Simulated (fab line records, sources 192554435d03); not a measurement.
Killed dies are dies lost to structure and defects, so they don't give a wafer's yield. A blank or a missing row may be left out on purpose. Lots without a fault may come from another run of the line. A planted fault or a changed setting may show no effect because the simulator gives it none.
fab line records | flow n5_finfet | part 2 of 2: steps 5 to 6 of 6
record lots=21 wafers=63 last_day=17
route steps=1938 shown STI_FIN_REVEAL@190 DUMMY_GATE@218 SDB@361 HKMG_FIN@406
lots that met no fault: from a run of the same line without faults
start_h: hours from the record's first day to the start of the lot's first wafer shown | wait_h: hours since the lot's step before | " the same as in the row above | L1.1+2: a row that stands for several wafers | - no value, or no start given | * or withheld: withheld | < > ~ a bound
route shown NAME@n: a module of which the file shows steps, and the number in the route of the first | usual: mean/standard deviation of fault-free wafers | same: alike in all rows | chamber/n: place in a boat | sites: the reading at each site | _std_site: their standard deviation | _edge_site: outer sites' mean less inner sites' | radius_mm: how far each site lies from the wafer's centre | mask NAME#n: copy n | behind: the tool/chamber that last shaped the wafer | hold: why the lot was held/for how many hours/how that ended | device: the transistor (n, p or np) that didn't switch | end of line: the same wafers' tests at the end of the route | a step without rows: its recipe alone | killed: dies lost to structure and defects at the first sort, not the wafer's yield | map: a wafer's dies, x killed, . not, _ none there
set.NAME: the setting as run; set.NAME@STEP: as run at that earlier step | model.NAME: the simulator's own value behind a step, which no gauge read
steps of the route over a sample of lots; a table a step, a row a wafer
services: from which hour (start_h, from the record's first day; less than 0 if before it) a tool's chamber was out of use, for how many hours, and why
## steps
# step N5_HKMG_FIN_ETCH_58
# recipe chemistry=N2/H2 target=SOC target_depth_a=2158 ion_energy_ev=50 bias_w=13 time_s=741 pressure_mtorr=30 source_w=875 n2_flow_sccm=200 h2_flow_sccm=200
# usual drypump_motor_current_A=5.57/0.3 oes_product_au=0.78/0.086 rf_vpp_V=98.9/0.98 showerhead_plenum_p_Torr=2.52/0.068 throttle_valve_pct=17.8/0.33
# columns lot.wafer tool chamber start_h wait_h drypump_motor_current_A oes_product_au rf_hours_counter_h rf_vpp_V showerhead_plenum_p_Torr throttle_valve_pct
L074.3 rie_diel-03 2 72.44 0.0 5.73 0.94 8 99.8 2.58 17.4
L074.4 " 3 " " 5.95 0.75 127 98.2 2.55 17.7
L074.5 " 0 " " 5.10 0.72 - 99.2 2.64 17.7
L075.1 rie_diel-06 3 82.66 0.0 5.93 0.72 183 98.3 2.42 17.9
L075.2 " 1 " " 5.42 1.01 0 98.5 2.61 17.6
L075.3 " 0 " " 6.00 0.91 8 97.2 2.48 17.4
L076.2 rie_diel-03 3 84.66 0.0 5.98 0.74 131 98.7 2.54 17.7
L076.3 " 2 " " 5.72 0.93 12 100.6 2.58 17.4
L076.6 " 1 " " 5.24 0.83 - 98.2 2.44 17.4
L077.1 rie_diel-03 0 94.82 0.0 5.11 0.72 207 99.3 2.63 17.7
L077.3 " 3 " " 5.91 0.75 135 98.4 2.54 17.7
L077.6 " 2 " " 5.72 0.92 - 100.3 2.58 17.4
L078.1 rie_diel-02 0 96.07 0.0 5.69 0.72 181 99.3 2.46 18.3
L078.5 " 3 " " 5.76 0.69 - 97.7 2.53 18.3
L078.6 " 2 " " 5.67 0.73 - 99.1 2.52 18.0
L079.3 rie_diel-02 3 103.68 0.0 5.73 0.69 244 98.6 2.53 18.3
L079.4 " 2 " " 5.71 0.73 182 97.8 2.52 18.1
L079.5 " 0 " " 5.68 0.73 - 96.5 2.46 18.3
L080.2 rie_diel-02 2 107.52 0.0 5.68 0.74 183 98.8 2.52 18.0
L080.4 " 3 " " 5.76 0.69 246 99.6 2.53 18.3
L080.6 " 0 " " 5.70 0.73 - 98.1 2.46 18.3
L081.2 rie_diel-06 1 114.03 0.0 5.42 0.96 14 100.5 2.61 17.6
L081.3 " 2 " " 5.51 0.89 54 100.3 2.60 17.9
L081.4 " 0 " " 5.97 0.90 14 97.5 2.48 17.4
L082.2 rie_diel-03 1 122.80 0.0 5.24 0.81 94 100.2 2.43 17.4
L082.3 " 3 " " 5.92 0.73 144 99.6 2.54 17.7
L082.6 " 2 " " 5.69 0.91 - 100.4 2.57 17.4
L083.1 rie_diel-03 1 127.19 0.0 5.23 0.81 95 100.0 2.43 17.4
L083.4 " 3 " " 5.91 0.73 146 100.2 2.54 17.7
L083.5 " 3 " " 5.94 0.73 - 99.7 2.54 17.7
L085.2 rie_diel-02 2 138.73 0.0 5.69 0.72 198 99.6 2.52 18.1
L085.3 " 0 " " 5.70 0.71 199 98.2 2.45 18.3
L085.6 " 2 " " 5.67 0.72 - 98.6 2.52 18.1
L086.1 rie_diel-02 2 147.18 0.0 5.72 0.72 203 98.8 2.51 18.1
L086.3 " 1 " " 5.20 0.77 - 99.5 2.46 18.2
L086.4 " 2 " " 5.70 0.72 - 98.9 2.51 18.1
L088.1 rie_diel-03 2 156.86 0.0 5.69 0.89 37 98.5 2.57 17.4
L088.4 " 3 " " 5.90 0.72 157 98.5 2.53 17.7
L088.5 " 3 " " 5.89 0.72 - 100.6 2.53 17.7
L089.2 rie_diel-02 3 164.97 0.0 5.76 0.96 6 98.6 2.52 17.9
L089.5 " 1 " " 5.25 0.77 - 98.0 2.45 18.2
L089.6 " 0 " " 5.68 0.71 - 96.9 2.45 18.3
L090.2 rie_diel-03 0 166.58 0.0 5.08 0.70 232 98.9 2.62 17.7
L090.3 " 1 " " 5.24 0.81 107 98.9 2.42 17.4
L090.5 " 2 " " 5.72 0.89 - 100.2 2.57 17.4
L091.1 rie_diel-06 1 173.86 0.0 5.41 0.90 35 100.2 2.60 17.7
L091.3 " 0 " " 5.98 0.85 37 99.4 2.47 17.5
L091.5 " 0 " " 6.02 0.85 - 98.2 2.47 17.5
L092.2 rie_diel-02 2 184.14 0.0 5.71 0.70 217 98.1 2.51 18.1
L092.4 " 0 " " 5.71 0.70 216 97.2 2.45 18.3
L092.5 " 1 " " 5.22 0.75 - 97.2 2.45 18.3
L093.3 rie_diel-02 3 186.82 0.0 5.73 0.94 15 99.7 2.52 17.9
L093.5 " 1 " " 5.19 0.74 - 99.4 2.45 18.3
L093.6 " 2 " " 5.69 0.70 - 100.2 2.51 18.1
L094.2 rie_diel-06 3 191.95 0.0 5.93 0.69 219 98.7 2.40 17.9
L094.4 " 1 " " 5.41 0.90 37 98.7 2.60 17.7
L094.6 " 2 " " 5.56 0.86 - 99.7 2.59 18.0
L096.1 rie_diel-02 2 205.30 0.0 5.69 0.70 225 100.2 2.50 18.1
L096.5 " 3 " " 5.78 0.92 - 99.8 2.52 17.9
L096.6 " 2 " " 5.65 0.70 - 100.0 2.50 18.1
L097.2 rie_diel-03 0 210.58 0.0 5.10 0.69 250 99.9 2.62 17.8
L097.5 " 1 " " 5.23 0.78 - 99.5 2.42 17.5
L097.6 " 0 " " 5.08 0.70 - 98.6 2.62 17.7
# step N5_HKMG_FIN_PWFM_ALD_03
# recipe material=TiN target_thk_a=20 temp_c=400 ald_precursor_family=TiCl4 ald_co_reactant=NH3 pulse_time_s=1 purge_time_s=3 co_reactant_purge_time_s=2 co_reactant_pulse_time_s=2 ald_cycles=91 pressure_torr=3
# usual heater_power_w=909/77 precursor_pulse_height_rel=0.998/0.02
# columns lot.wafer tool chamber start_h wait_h heater_power_w precursor_pulse_height_rel since_wet_clean_h
L074.3 ald_metal-04 1 74.59 0.0 950 1.035 1276
L074.4 " 0 " " 872 1.008 1276
L074.5 " 1 " " 931 0.969 -
L075.1 ald_metal-03 0 84.86 0.0 855 1.001 2825
L075.2 " 1 " " 1047 1.029 2825
L075.3 " 2 " " 1050 1.000 2825
L076.2 ald_metal-03 2 86.88 0.0 1016 0.976 2827
L076.3 " 0 " " 832 1.015 2827
L076.6 " 2 " " 1024 1.035 -
L077.1 ald_metal-02 0 97.43 0.0 839 1.001 4376
L077.3 " 2 " " 830 0.988 4376
L077.6 " 3 " " 830 1.035 -
L078.1 ald_metal-04 1 98.40 0.0 946 0.996 1300
L078.5 " 0 " " 856 0.997 -
L078.6 " 3 " " 907 1.002 -
L079.3 ald_metal-03 3 106.03 0.0 931 0.996 2846
L079.4 " 3 " " 933 0.992 -
L079.5 " 2 " " 1049 0.988 -
L080.2 ald_metal-03 2 109.78 0.0 1059 1.009 2850
L080.4 " 3 " " 959 1.007 2850
L080.6 " 2 " " 1033 1.001 -
L081.2 ald_metal-04 2 116.18 0.0 834 0.974 1318
L081.3 " 1 " " 944 0.959 1318
L081.4 " 0 " " 856 0.995 1318
L082.2 ald_metal-03 2 125.04 0.0 1056 1.006 2865
L082.3 " 1 " " 1050 0.988 2865
L082.6 " 3 " " 928 0.999 -
L083.1 ald_metal-02 0 129.48 0.0 848 1.006 4408
L083.4 " 2 " " 828 1.025 4408
L083.5 " 0 " " 866 0.963 -
L085.2 ald_metal-02 0 140.87 0.0 856 1.026 4419
L085.3 " 1 " " 918 0.969 4419
L085.6 " 3 " " 855 0.999 -
L086.1 ald_metal-04 2 149.56 0.0 828 1.020 1351
L086.3 " 1 " " 960 1.064 1351
L086.4 " 3 " " 902 0.986 1351
L088.1 ald_metal-04 0 159.13 0.0 858 0.988 1360
L088.4 " 3 " " 908 0.981 1360
L088.5 " 1 " " 940 1.006 -
L089.2 ald_metal-04 0 167.12 0.0 866 0.974 1368
L089.5 " 2 " " 829 0.966 -
L089.6 " 1 " " 936 1.007 -
L090.2 ald_metal-03 1 168.73 0.0 1045 0.997 2909
L090.3 " 2 " " 1068 1.017 2909
L090.5 " 2 " " 1049 0.965 -
L091.1 ald_metal-02 2 176.07 0.0 826 1.015 4454
L091.3 " 0 " " 861 1.014 4454
L091.5 " 1 " " 957 0.971 -
L092.2 ald_metal-02 2 186.30 0.0 820 0.983 4465
L092.4 " 3 " " 839 1.017 4465
L092.5 " 2 " " 796 0.933 -
L093.3 ald_metal-04 0 189.03 0.0 847 0.989 1390
L093.5 " 3 " " 916 0.986 -
L093.6 " 0 " " 844 0.984 -
L094.2 ald_metal-02 1 194.10 0.0 956 0.997 4472
L094.4 " 3 " " 833 1.000 4472
L094.6 " 0 " " 849 0.988 -
L096.1 ald_metal-03 0 207.59 0.0 856 1.007 2947
L096.5 " 0 " " 852 0.998 -
L096.6 " 1 " " 1056 1.021 -
L097.2 ald_metal-04 3 212.72 0.0 917 1.019 1414
L097.5 " 0 " " 850 0.985 -
L097.6 " 3 " " 895 1.004 -
## services
# columns tool chamber start_h hours kind
rie_diel-02 - 13.59 0.5 repair
cmp-03 - 29.29 1.2 repair
rie_diel-06 2 33.31 9.9 repair
cmp-03 - 36.21 3.2 pm
cmp-03 - 51.33 1.6 repair
cmp-03 - 59.37 3.5 repair
ald_metal-04 - 60.26 8.7 pm
ald_metal-03 3 61.44 3.0 repair
rie_diel-03 - 61.54 5.7 repair
rie_diel-02 0 68.45 6.2 repair
cmp-03 - 68.99 4.0 pm
ald_metal-03 1 86.04 14.5 repair
rie_diel-02 - 91.15 2.8 pm
rie_diel-06 0 91.22 16.7 repair
cmp-02 - 94.82 0.7 repair
rie_diel-02 1 112.26 2.7 repair
cmp-02 - 123.53 3.4 repair
ald_metal-04 - 125.67 0.7 repair
rie_diel-06 3 143.16 8.3 repair
rie_diel-06 - 174.34 14.6 pm
cmp-02 - 196.66 6.3 pm
rie_diel-02 - 198.01 0.6 repair
rie_diel-02 1 204.08 6.8 repair
ald_metal-04 1 211.18 24.9 repair
